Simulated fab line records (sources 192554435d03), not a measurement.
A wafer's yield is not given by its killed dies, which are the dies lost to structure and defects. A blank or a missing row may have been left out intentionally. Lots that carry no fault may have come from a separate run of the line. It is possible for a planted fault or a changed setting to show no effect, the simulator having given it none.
fab line records    flow n5Finfet
record: lots: 10  wafers: 30  lastDay: 18
route steps=1938 shown GATE_CUT@468 BEOL_M4@1111
lots untouched by any fault: they come from a run of this same line in which no faults occurred
startH: the number of hours between the record's first day and the start of the first shown wafer of the lot    waitH: hours from the lot's prior step to this one    " repeats the value in the row above    L1.1+2: a single row standing in for several wafers    - no value, or no start was given    * or withheld: withheld    < > ~ a bound
route shown NAME@n: NAME is a module with steps in the file, n the number in the route of the first one    usual: mean/standard deviation taken from wafers without a fault    same: alike in all rows    chamber/n: place in a boat    sites: readings site by site    _std_site: standard deviation of those values    _edge_site: inner sites' mean taken away from outer sites' mean    radiusMm: how far each site lies from the wafer's centre    mask NAME#n: copy n    behind: the last tool/chamber to shape the wafer    hold: why the lot went on hold/how many hours it stayed there/how the hold came to an end    device: which transistor (n, p or np) failed to switch    end of line: the route-end tests of the same wafers    where a step has no rows: the recipe by itself    killed: at the first sort, the dies lost to defects and structure; wafer yield is something else    map: a wafer's dies, x killed, . not, _ none there
set.NAME: setting as actually run; set.NAME@STEP: the setting as run at that earlier step    model.NAME: the simulator's own value behind a step, which no gauge read
route steps across a sampled set of lots; one table per step, one row per wafer
services: when a tool's chamber went out of use (startH, in hours from the record's first day, below 0 if earlier), for how many hours, and the reason
== steps ==
step: N5_GATE_CUT_VAPOR_ETCH_60
recipe: chemistry: BCl3/Cl2  target: HfO2  mode: isotropic
usual: drypumpMotorCurrentA: 5.9/0.38  oesProductAu: 0.80/0.093
lot.wafer  tool         chamber  startH  waitH  drypumpMotorCurrentA  oesProductAu
L983.3     rieMetal-03  0        96.83   0.0    6.3                   0.84
L983.5     "            1        "       "      6.0                   0.62
L983.6     "            0        "       "      6.3                   0.85
L986.1     rieMetal-02  1        114.25  0.0    6.2                   0.96
L986.3     "            1        "       "      6.2                   0.96
L986.4     "            0        "       "      6.1                   0.92
L987.2     rieMetal-01  1        116.84  0.0    6.1                   0.82
L987.3     "            1        "       "      6.1                   0.83
L987.6     "            0        "       "      5.2                   0.79
L990.4     rieMetal-02  0        134.94  0.0    6.1                   0.90
L990.5     "            1        "       "      6.2                   0.93
L990.6     "            0        "       "      6.1                   0.90
L992.2     rieMetal-01  0        145.24  0.0    5.3                   0.79
L992.3     "            1        "       "      6.1                   0.82
L992.5     "            0        "       "      5.2                   0.78
L994.1     rieMetal-03  1        159.80  0.0    6.1                   0.61
L994.3     "            1        "       "      6.1                   0.61
L994.6     "            0        "       "      6.3                   0.81
L995.2     rieMetal-03  0        165.40  0.0    6.3                   0.82
L995.4     "            1        "       "      6.1                   0.61
L995.5     "            1        "       "      6.1                   0.61
L102.1     rieMetal-02  1        206.91  0.0    6.2                   0.89
L102.4     "            1        "       "      6.2                   0.89
L102.5     "            0        "       "      6.1                   0.86
L103.1     rieMetal-01  0        213.96  0.0    5.2                   0.77
L103.2     "            1        "       "      6.1                   0.78
L103.5     "            1        "       "      6.1                   0.79
L104.2     rieMetal-01  1        219.88  0.0    6.1                   0.79
L104.3     "            1        "       "      6.1                   0.79
L104.5     "            0        "       "      5.3                   0.78
step: N5_GATE_CUT_SAC_CAP_01
recipe: material: SiNx  targetThkA: 240  tempC: 400  aldPrecursorFamily: SiH2I2  aldCoReactant: N2/H2-plasma  pulseTimeS: 1  aldCycles: 480  purgeTimeS: 2  coReactantPurgeTimeS: 2  pressureTorr: 2
usual: heaterPowerW: 852/68  precursorPulseHeightRel: 0.999/0.019
same: pulseTimeS: 1
lot.wafer  tool       chamber  startH  waitH  heaterPowerW  precursorPulseHeightRel
L983.3     aldSin-04  0        97.19   0.0    941           0.994
L983.5     "          3        98.27   1.1    838           1.010
L983.6     "          2        "       "      888           0.987
L986.1     aldSin-01  1        114.61  0.0    768           0.963
L986.3     "          3        "       "      949           0.985
L986.4     "          0        "       "      870           0.980
L987.2     aldSin-04  2        117.31  0.0    903           1.054
L987.3     "          0        "       "      931           0.983
L987.6     "          0        118.39  1.1    917           0.991
L990.4     aldSin-02  1        135.50  0.2    810           1.021
L990.5     "          1        136.59  1.3    803           1.027
L990.6     "          2        "       "      843           1.017
L992.2     aldSin-04  2        145.63  0.0    880           0.989
L992.3     "          0        "       "      941           0.991
L992.5     "          0        146.71  1.1    921           0.990
L994.1     aldSin-02  1        160.17  0.0    826           1.028
L994.3     "          3        "       "      787           1.009
L994.6     "          0        161.25  1.1    785           0.985
L995.2     aldSin-04  0        166.13  0.4    944           1.034
L995.4     "          1        "       "      783           0.989
L995.5     "          0        167.22  1.5    945           1.004
L102.1     aldSin-02  2        207.29  0.0    801           1.004
L102.4     "          0        "       "      788           0.988
L102.5     "          1        208.37  1.1    802           0.993
L103.1     aldSin-01  0        214.36  0.0    871           1.004
L103.2     "          1        "       "      782           0.984
L103.5     "          1        215.44  1.1    785           0.979
L104.2     aldSin-04  2        220.54  0.0    866           0.949
L104.3     "          1        "       "      763           0.995
L104.5     "          1        221.63  1.1    764           0.979
step: N5_GATE_CUT_COAT_27
recipe: resist: underlayer  tempC: 205  timeS: 60  spinRpm: 1500  resistThkNm: 10
usual: heaterPowerTotalW: 391.8/1.3  plateTempC: 204.96/0.17
lot.wafer  tool           chamber  startH  waitH  heaterPowerTotalW  plateTempC
L983.3     lithoTrack-01  0        99.87   -      393.3              204.78
L983.5     "              0        "       "      390.7              204.98
L983.6     "              0        "       "      391.9              204.97
L986.1     lithoTrack-01  0        117.28  -      391.5              205.05
L986.3     "              0        "       "      393.7              204.96
L986.4     "              0        "       "      393.0              204.90
L987.2     lithoTrack-05  0        119.98  -      390.6              204.85
L987.3     "              0        "       "      393.1              204.88
L987.6     "              0        "       "      391.3              204.84
L990.4     lithoTrack-02  0        138.17  -      391.1              204.84
L990.5     "              0        "       "      392.5              205.00
L990.6     "              0        "       "      390.2              204.95
L992.2     lithoTrack-02  0        148.30  -      391.4              205.03
L992.3     "              0        "       "      392.5              205.01
L992.5     "              0        "       "      393.8              205.07
L994.1     lithoTrack-02  0        162.85  -      402.9              209.64
L994.3     "              0        "       "      400.9              209.44
L994.6     "              0        "       "      400.9              209.21
L995.2     lithoTrack-02  0        168.80  -      404.4              209.93
L995.4     "              0        "       "      403.6              209.91
L995.5     "              0        "       "      402.7              209.83
L102.1     lithoTrack-05  0        209.96  -      390.5              204.91
L102.4     "              0        "       "      391.5              204.95
L102.5     "              0        "       "      393.0              204.63
L103.1     lithoTrack-01  0        217.05  -      393.9              204.91
L103.2     "              0        "       "      393.7              204.87
L103.5     "              0        "       "      391.3              205.00
L104.2     lithoTrack-01  0        223.23  -      391.0              204.96
L104.3     "              0        "       "      393.2              204.79
L104.5     "              0        "       "      393.5              204.80
step: N5_GATE_CUT_VAPOR_ETCH_49
recipe: chemistry: BCl3/Cl2  target: TiAlC  mode: isotropic
usual: drypumpMotorCurrentA: 6.06/0.28  oesProductAu: 0.80/0.11
lot.wafer  tool         chamber  startH  waitH  drypumpMotorCurrentA  oesProductAu
L983.3     rieMetal-03  0        100.87  0.0    6.27                  0.85
L983.5     "            1        "       "      6.06                  0.62
L983.6     "            0        "       "      6.29                  0.85
L986.1     rieMetal-03  1        118.31  0.0    6.06                  0.63
L986.3     "            0        "       "      6.32                  0.85
L986.4     "            1        "       "      6.07                  0.63
L987.2     rieMetal-02  1        121.26  0.0    6.18                  0.95
L987.3     "            1        "       "      6.21                  0.96
L987.6     "            1        "       "      6.20                  0.96
L990.4     rieMetal-03  1        139.31  0.0    6.07                  0.62
L990.5     "            0        "       "      6.29                  0.83
L990.6     "            1        "       "      6.06                  0.62
L992.2     rieMetal-01  0        149.41  0.0    5.29                  0.78
L992.3     "            1        "       "      6.11                  0.81
L992.5     "            1        "       "      6.13                  0.81
L994.1     rieMetal-03  0        164.06  0.0    6.31                  0.83
L994.3     "            0        "       "      6.34                  0.83
L994.6     "            1        "       "      6.03                  0.61
L995.2     rieMetal-02  0        169.79  0.0    6.15                  0.88
L995.4     "            0        "       "      6.17                  0.88
L995.5     "            1        "       "      6.20                  0.91
L102.1     rieMetal-01  1        211.12  0.0    6.10                  0.79
L102.4     "            1        "       "      6.08                  0.79
L102.5     "            1        "       "      6.12                  0.80
L103.1     rieMetal-01  0        218.12  0.0    5.29                  0.77
L103.2     "            1        "       "      6.11                  0.79
L103.5     "            1        "       "      6.16                  0.78
L104.2     rieMetal-03  1        224.22  0.0    6.05                  0.61
L104.3     "            0        "       "      6.32                  0.81
L104.5     "            0        "       "      6.29                  0.82
step: N5_BEOL_M4_RC_MEAS_101
usual: DIBL_N: 36.0/1.8  DIBL_P: 36.3/2.4  IOFF_N: 0.16/0.035  IOFF_P: 0.21/0.036  ION_N: 673/13  ION_P: 461/7.2  SS_N: 71.4/0.6  SS_P: 73.2/0.7  VT_N: 250/4  VT_P: -250.9/2.9
lot.wafer  tool       chamber  startH  waitH  DIBL_N[mV/V]  DIBL_P[mV/V]  IOFF_N[nA/um]  IOFF_P[nA/um]  ION_N[uA/um]  ION_P[uA/um]  SS_N[mV/dec]  SS_P[mV/dec]  VT_N[mV]  VT_P[mV]
L983.3     prober-01  0        191.50  0.3    36.3          37.4          0.17           0.21           683           462           71.5          73.8          248       -249.2
L983.5     "          0        "       "      35.8          37.5          0.16           0.22           672           468           70.7          72.9          250       -247.8
L983.6     "          0        "       "      38.5          40.0          0.23           0.26           702           475           71.8          73.9          245       -246.1
L987.2     prober-01  0        215.20  0.2    35.3          37.0          0.15           0.20           675           464           71.0          73.5          249       -252.4
L987.3     "          0        "       "      35.7          36.7          0.15           0.20           666           459           71.3          73.3          253       -251.4
L987.6     "          0        "       "      32.9          34.1          0.11           0.16           668           465           71.0          72.7          255       -253.0
L986.1     prober-02  0        218.00  0.0    32.7          32.6          0.10           0.14           643           446           70.0          71.9          259       -257.7
L986.3     "          0        "       "      34.2          34.1          0.12           0.16           663           453           71.5          72.7          255       -254.1
L986.4     "          0        "       "      35.7          37.3          0.15           0.20           692           471           71.5          73.3          248       -249.6
L992.2     prober-01  0        227.39  0.2    35.3          35.9          0.13           0.21           668           464           70.6          73.9          255       -250.9
L992.3     "          0        "       "      34.6          35.0          0.13           0.19           673           473           70.6          73.0          253       -252.9
L992.5     "          0        "       "      32.8          32.3          0.10           0.15           657           458           70.4          71.3          259       -252.3
L990.4     prober-01  0        242.86  0.5    36.3          36.1          0.17           0.20           683           464           71.6          73.7          247       -252.8
L990.5     "          0        "       "      36.3          36.3          0.16           0.20           686           464           71.9          73.7          249       -252.5
L990.6     "          0        "       "      39.2          39.5          0.24           0.26           691           459           72.2          74.0          244       -249.3
L994.1     prober-01  0        250.12  0.0    35.5          34.8          0.15           0.20           685           470           71.1          72.8          250       -249.7
L994.3     "          0        "       "      33.3          33.1          0.12           0.18           669           456           70.8          72.4          252       -249.3
L994.6     "          0        "       "      35.3          34.6          0.15           0.19           677           462           70.9          72.5          251       -251.7
L995.2     prober-02  0        250.14  0.2    35.4          34.5          0.16           0.22           674           466           71.8          73.3          249       -246.7
L995.4     "          0        "       "      36.7          35.9          0.19           0.23           676           461           71.8          73.2          248       -249.6
L995.5     "          0        "       "      34.1          33.8          0.14           0.20           674           462           71.0          72.8          249       -249.5
L102.1     prober-01  0        316.37  0.0    36.3          34.9          0.15           0.20           679           465           71.5          73.1          246       -251.2
L102.4     "          0        "       "      36.6          36.3          0.15           0.22           671           459           70.9          73.6          249       -251.9
L102.5     "          0        "       "      35.2          33.6          0.13           0.17           661           450           71.0          71.9          250       -253.3
L104.2     prober-01  0        318.44  0.2    37.2          37.1          0.16           0.21           673           457           71.4          73.4          250       -252.4
L104.3     "          0        "       "      37.9          36.6          0.16           0.21           681           461           72.1          74.0          250       -252.9
L104.5     "          0        "       "      39.3          38.0          0.20           0.25           687           464           72.2          73.7          247       -246.7
L103.1     prober-02  0        319.72  0.0    37.5          39.3          0.18           0.24           691           475           71.0          73.8          246       -246.5
L103.2     "          0        "       "      37.7          39.7          0.18           0.25           680           471           72.0          74.1          247       -247.2
L103.5     "          0        "       "      36.6          38.0          0.16           0.23           685           474           71.1          73.4          246       -248.1
== services ==
tool           chamber  startH  hours  kind
aldSin-02      3        74.18   2.9    repair
aldSin-01      -        86.92   14.0   pm
aldSin-01      0        86.92   14.0   ventCycle
aldSin-01      1        86.92   14.0   ventCycle
aldSin-01      2        86.92   14.0   ventCycle
rieMetal-02    1        89.66   -      clean
rieMetal-02    1        89.66   15.8   scheduledDown
rieMetal-02    1        89.66   15.8   ventCycle
rieMetal-02    -        121.53  2.8    pm
rieMetal-01    0        155.40  25.5   repair
rieMetal-03    -        162.48  0.4    repair
aldSin-02      -        176.75  14.0   pm
aldSin-02      0        176.75  14.0   ventCycle
aldSin-02      1        176.75  14.0   ventCycle
aldSin-02      2        176.75  14.0   ventCycle
aldSin-02      3        176.75  14.0   ventCycle
rieMetal-03    -        177.06  1.4    pm
aldSin-01      -        178.71  0.8    pm
lithoTrack-02  -        188.10  -      consumableReplace:filter
aldSin-02      0        190.75  -      clean
aldSin-02      1        190.75  -      clean
aldSin-02      2        190.75  -      clean
aldSin-02      3        190.75  -      clean
aldSin-01      1        195.26  18.3   repair
== key ==
firstSign: step: N5_GATE_CUT_COAT_27  reading: plateTempC  direction: up  sigmas: 28  usual: *  struck: *
effect: step: N5_GATE_CUT_COAT_27  reading: heaterPowerTotalW  direction: up  sigmas: 8.2  usual: *  struck: *
metAt N5_GATE_CUT_COAT_27
struckLots L994,L995
notActingAt N5_GATE_CUT_VAPOR_ETCH_60,N5_GATE_CUT_SAC_CAP_01,N5_GATE_CUT_VAPOR_ETCH_49
onsetBetween 148.30 162.85
fault: kind: processParameterDrift  tool: lithoTrack-02  chamber: -  onsetH: 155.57  steps: N5_GATE_CUT_COAT_27  channel: tempC  offset: *  shape: step  endH: 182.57  actsIn: *  stated: *
